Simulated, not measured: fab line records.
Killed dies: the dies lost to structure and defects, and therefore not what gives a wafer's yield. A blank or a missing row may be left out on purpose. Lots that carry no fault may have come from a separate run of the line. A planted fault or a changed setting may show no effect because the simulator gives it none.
Split-lot study ; flow n5_finfet ; on a route of 1938 steps: 7 lots, 21 wafers read

SPLIT DETAILS
At N5_BEOL_M5_HM_DEP_02 (deposits TiN, target thk 20 nm), the setting target_thk_a was moved away from the recipe's 200 angstrom on 3 of the 21 wafers read, by -7.4% to +4.5%. This setting was run at the recipe's value on the other wafers.

FROM THE SPLIT TO THE READING: what the file shows between them, 15 steps
- N5_BEOL_M5_COAT_05: resist thk 30 nm (also split here: spin_rpm)
- N5_BEOL_M5_EBR_07
- N5_BEOL_M5_SOFTBAKE_06: time 60 s
- N5_BEOL_M5_EXPOSE_08: exposes mask M5, target cd 28 nm
- N5_BEOL_M5_PEB_09: peb time 60 s
- N5_BEOL_M5_DEVELOP_10: develop time 30 s
- N5_BEOL_M5_DESCUM_16: chemistry O2, time 7 s
- N5_BEOL_M5_ETCH_72: etches underlayer in N2/H2, target depth 6.5 nm, time 5.2 s
- N5_BEOL_M5_ETCH_61: etches SiARC in CF4, target depth 15.6 nm, time 26 s
- N5_BEOL_M5_STRIP_73: strips in N2/H2
- N5_BEOL_M5_STRIP_64: strips in CF4
- N5_BEOL_M5_HM_OPEN_17: chemistry Cl2/BCl3, target TiN, target depth 20 nm, overetch 6 nm
- N5_BEOL_M5_STRIP_19: strips in O2
- N5_BEOL_M5_STRIP_85: strips in C4F6/O2
- N5_BEOL_M5_STRIP_36: strips in N2/H2

THE READING
TiN_of_BEOL_M5_HM_DEP_02.thk_nm (the simulator's own value, which no gauge read), in nm, at N5_BEOL_M5_TRENCH_ETCH_37 (etches SiCOH lowk in C4F6/O2, target depth 71.652 nm, time 24.7 s). The file does not state a usual value for it. Average 18.2 nm, standard deviation 0.22 nm, over the 18 wafers here run with the recipe.

wafer;tool, chamber at the split;target_thk_a as run, angstrom;against the recipe;TiN_of_BEOL_M5_HM_DEP_02.thk_nm, nm;against lot-mates on the recipe
L076.1;pvd_sputter-03, -;185.2;-7.4%;17;-1.6
L076.4;pvd_sputter-03, -;185.2;-7.4%;17.2;-1.4
L076.6;pvd_sputter-03, -;200;recipe;18.6;-
L074.3;pvd_sputter-02, -;200;recipe;18.2;-
L074.4;pvd_sputter-02, -;200;recipe;18.4;-
L074.5;pvd_sputter-02, -;200;recipe;18;-
L082.1;pvd_sputter-02, -;200;recipe;18.2;-
L082.3;pvd_sputter-02, -;200;recipe;18.2;-
L082.6;pvd_sputter-02, -;200;recipe;18.2;-
L088.2;pvd_sputter-01, -;200;recipe;18;-
L088.4;pvd_sputter-01, -;200;recipe;18;-
L088.6;pvd_sputter-01, -;200;recipe;18;-
L089.1;pvd_sputter-01, -;200;recipe;18.2;-
L089.2;pvd_sputter-01, -;200;recipe;17.8;-
L089.6;pvd_sputter-01, -;200;recipe;18;-
L091.2;pvd_sputter-03, -;200;recipe;18;-
L091.4;pvd_sputter-03, -;200;recipe;18;-
L091.6;pvd_sputter-03, -;200;recipe;18;-
L094.1;pvd_sputter-01, -;200;recipe;18.6;-
L094.2;pvd_sputter-01, -;200;recipe;18.4;-
L094.6;pvd_sputter-01, -;209;+4.5%;19.2;+0.7

THE FIT
A straight line over all 21 wafers: TiN_of_BEOL_M5_HM_DEP_02.thk_nm changes by +0.159 nm for each +1% of target_thk_a; r = +0.87; the points scatter about the line by 0.23 nm.
The same after taking each lot's own level away (the mean of its wafers on the recipe; 21 wafers): +0.194 nm for each +1%; r = +0.98; scatter 0.11 nm.
On that fit, the largest move of target_thk_a shifts the reading by 1.4 nm.
The span of the lots' own levels, 18.00 to 18.60 nm, comes to 2.8 times the standard deviation stated above.
Hence the slope depends on the lot-to-lot level, as the two fits are not the same.
Check: for one of the wafers moved furthest among these (-7.4%), held out of the fit, the line's prediction against its lot-mates is -1.34 nm. It came out at -1.6 nm against them.

OTHER SPLITS APPLIED TO THESE WAFERS
Other splits were also applied to these wafers ahead of the reading. Each is held against what the fit with the lots' levels taken away leaves over:
other split on the same wafers;wafers away from the commonest value;r with TiN_of_BEOL_M5_HM_DEP_02.thk_nm (lot level and that fit taken away)
N5_BEOL_M4_ETCH_64 bias_w;6;+0.15
N5_BEOL_M4_COAT_22 spin_rpm;10;+0.27
N5_BEOL_M5_COAT_05 spin_rpm;9;+0.09

THE WHOLE CHAIN: every reading that the file lists as answering this split, in the file's order
step;what it does;reading;change (the file's fit);r (the file's)
N5_BEOL_M5_HM_DEP_02;deposits TiN, target thk 20 nm;TiN_of_BEOL_M5_HM_DEP_02.thk_nm (the simulator's own value, which no gauge read);+0.202 nm for each +1% of the setting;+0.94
N5_BEOL_M5_HM_OPEN_17;chemistry Cl2/BCl3, target TiN, target depth 20 nm, overetch 6 nm;etch.depth_nm (the simulator's own value, which no gauge read);+0.203 nm for each +1% of the setting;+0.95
N5_BEOL_M5_TRENCH_ETCH_37;etches SiCOH lowk in C4F6/O2, target depth 71.652 nm, time 24.7 s;TiN_of_BEOL_M5_HM_DEP_02.thk_nm (the simulator's own value, which no gauge read);+0.19 nm for each +1% of the setting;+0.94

THE FILE'S OWN FIT
TiN_of_BEOL_M5_HM_DEP_02.thk_nm changes by +0.19 nm for each +1% of target_thk_a, r = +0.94.
